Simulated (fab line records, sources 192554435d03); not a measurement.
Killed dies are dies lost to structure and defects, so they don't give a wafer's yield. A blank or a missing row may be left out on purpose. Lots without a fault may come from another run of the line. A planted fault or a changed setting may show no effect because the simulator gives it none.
A struck lot beside a sound one | flow n5_finfet | 32 steps out of a route of 1938
Sound: wafers L254.3, L254.5, L254.6. Struck: wafers L256.2, L256.3, L256.5. The cause comes at the end.
At each step with rows: each side's tool, then ch and its chambers, then its first start. Under that, the readings that differ: sound wafers | struck wafers | difference of the means | sigmas: that difference in standard deviations of wafers without a fault.
alike: readings whose means differ by less than 2 such deviations, and words and numbers that are the same on both sides. not compared: withheld readings, readings that some wafer has no value for, bounds like >300 that may hide the same value, and numbers for which the record gives no deviation and whose values overlap.
The two part at a step that has a row with sigmas, a row that says differs or no value, or rows on one side only. Numbers that don't overlap but have no deviation are shown without sigmas and don't part them. A reading that every wafer of one side lacks parts them only if that side has two wafers or more.

first, 10 steps without rows for these wafers: N5_SD_EPI_P_SRD_20 (time 30 s); N5_SD_EPI_P_PRECLEAN_51 (cleans in NF3:NH3, afs cycles 1, time 20 s, sublimation time 60 s); N5_SD_EPI_P_VAPOR_ETCH_44 (etches SiGe30 in NF3/Ar, time 3.3 s); N5_SD_EPI_P_EPI_21 (deposits SiGe:B, time 355 s); N5_SD_EPI_P_HM_STRIP_48 (strips SiNx in H3PO4, material SiNx, target depth 3 nm); N5_SD_EPI_P_SRD_49 (time 30 s); N5_SD_EPI_P_PRECLEAN_24 (cleans in O3/DIW, time 45 s); N5_SD_EPI_P_PRECLEAN_32 (cleans in dHF, time 10 s); N5_SD_EPI_P_PRECLEAN_33 (cleans in SC2, time 45 s); N5_SD_EPI_P_SRD_25 (time 30 s).
N5_SD_ACTIVATION_RTA_00: time 0 s.
  sound on rtp_anneal-02 ch 0, day 6 03:23; struck on rtp_anneal-02 ch 0, day 6 17:25
  reading             | sound             | struck               | difference | sigmas
  lamp_power_pct (%)  | 8.98 8.92 8.87    | 10.29 10.35 10.31    | +1.39      | +27
  lamp_zone_1_pct (%) | 8.966 8.967 8.931 | 10.355 10.339 10.331 | +1.387     | +51
  lamp_zone_2_pct (%) | 9.024 8.989 8.939 | 10.350 10.342 10.357 | +1.366     | +47
  lamp_zone_3_pct (%) | 8.943 8.924 8.926 | 10.355 10.319 10.387 | +1.423     | +53
  lamp_zone_4_pct (%) | 8.932 8.922 8.900 | 10.438 10.342 10.307 | +1.444     | +50
  lamp_zone_5_pct (%) | 8.941 8.964 8.985 | 10.353 10.386 10.348 | +1.399     | +52
  lamp_zone_6_pct (%) | 8.889 8.894 8.878 | 10.301 10.273 10.245 | +1.386     | +51
  lamp_zone_7_pct (%) | 9.381 9.358 9.317 | 10.843 10.760 10.839 | +1.462     | +56
  alike: wafer_temp_C_max
then, 19 steps without rows for these wafers: N5_SD_ACTIVATION_LSA_01 (time 0.0008 s); N5_ILD0_LINER_00 (material SiNx, target thk 4 nm, pulse time 1 s, purge time 2 s); N5_ILD0_FCVD_FILL_01 (material SiO2 flowable, target thk 200 nm, time 328.3 s); N5_ILD0_CURE_02 (time 1800 s); N5_ILD0_CMP_03 (polishes, stops on SiNx, t overpolish 1.9 s, target thk 197.38 nm); N5_ILD0_CMP_07 (polishes SiO2 flowable, stops on poly-Si, t overpolish 1.18 s, target thk 138.88 nm); N5_ILD0_PRECLEAN_10 (cleans in NF3:NH3, afs cycles 5, time 20 s, sublimation time 60 s); N5_ILD0_ALD_15 (deposits SiNx, target thk 24 nm, pulse time 1 s, ald cycles 480); N5_ILD0_CMP_12 (polishes SiNx, stops on poly-Si, t overpolish 6 s, target thk 17.67 nm); N5_SDB_HM_DEP_00 (deposits SiNx from SiH4/NH3/N2, target thk 40 nm, time 35.3 s); N5_SDB_COAT_03 (time 60 s, resist thk 100 nm); N5_SDB_COAT_04 (time 60 s, resist thk 18 nm); N5_SDB_COAT_05 (resist thk 90 nm); N5_SDB_EBR_07; N5_SDB_SOFTBAKE_06 (time 60 s); N5_SDB_EXPOSE_08 (exposes mask SDB); N5_SDB_PEB_09 (peb time 60 s); N5_SDB_DEVELOP_10 (develop time 30 s); N5_SDB_DESCUM_16 (chemistry O2, time 7.9 s).
-- the record jumps here: 4 days lie between the struck wafers' starts before and after (it left off in module SDB and takes up again in module BEOL_M4, whose first step shown is number 1111 of the route) --
N5_BEOL_M4_RC_MEAS_101:
  sound on prober-01 ch 0, day 10 22:37; struck on prober-02 ch 0, day 11 03:58
  reading             | sound                   | struck                     | difference | sigmas
  DIBL_P (mV/V)       | 39.1 38.7 37.7          | 59.3 58.1 56.5             | +19.5      | +10
  IOFF_P (nA/um)      | 0.25 0.24 0.22          | 2.84 2.49 2.16             | +2.26      | +55
  IOFF_P_85C (nA/um)  | 4.2 4.1 3.8             | 31.6 28.5 25.7             | +24.6      | +42
  IOFF_P_LIN (nA/um)  | 0.113 0.110 0.104       | 0.909 0.832 0.761          | +0.725     | +45
  IOFF_P_LONG (nA/um) | 9.4e-05 9.4e-05 9.8e-05 | 0.000156 0.000161 0.000157 | +0.000063  | +6
  ION_P (uA/um)       | 480 469 466             | 564 569 562                | +93        | +11
  REXT_P (ohm.um)     | 98.8 98.3 97.9          | 80.2 79.6 80.9             | -18.1      | -10
  SS_P (mV/dec)       | 73.9 73.7 73.1          | 77.7 77.7 77.5             | +4.1       | +6
  VT_P (mV)           | -248 -252 -247          | -203 -203 -206             | +45        | +12
  VT_P_LVT (mV)       | -95 -96 -96             | -51 -52 -54                | +43        | +12
-- the record jumps here: 5 days lie between the struck wafers' starts before and after (it left off in module BEOL_M4 and takes up again in module PASSIVATION, whose first step shown is number 1936 of the route) --
N5_PASSIVATION_PROBE_49:
  sound on prober-02, day 15 12:12; struck on prober-01, day 15 20:01
  reading                | sound          | struck            | difference | sigmas
  killed_at_other        | 17 9 12        | 4 4 1             | -10        | -3
  sort_bin_4_leakage (%) | 0 0 0          | 90.76 92.80 94.32 | +92.63     |
  sort_bin_6_memory (%)  | 4.3 3.1 4.7    | 3.5 2.6 1.7       | -1.4       | -2
  sort_n_pass            | 1054 1094 1070 | 0 0 0             | -1073      | -72
  sort_yield_pct (%)     | 89.3 92.7 90.7 | 0 0 0             | -91        | -70
  alike: defect_limited_yield, killed_at_M0_to_M3, killed_at_M4_up, killed_at_contacts, killed_at_front_end, killed_dies, killed_open, killed_short, sort_bin_5_function

WHERE THEY PART
First at N5_SD_ACTIVATION_RTA_00; last, within this record, at N5_PASSIVATION_PROBE_49.

WHY: what the simulator had put in
Process parameter drift: rtp_anneal-02, from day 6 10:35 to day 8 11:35, at N5_SD_ACTIVATION_RTA_00. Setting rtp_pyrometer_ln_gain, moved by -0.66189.
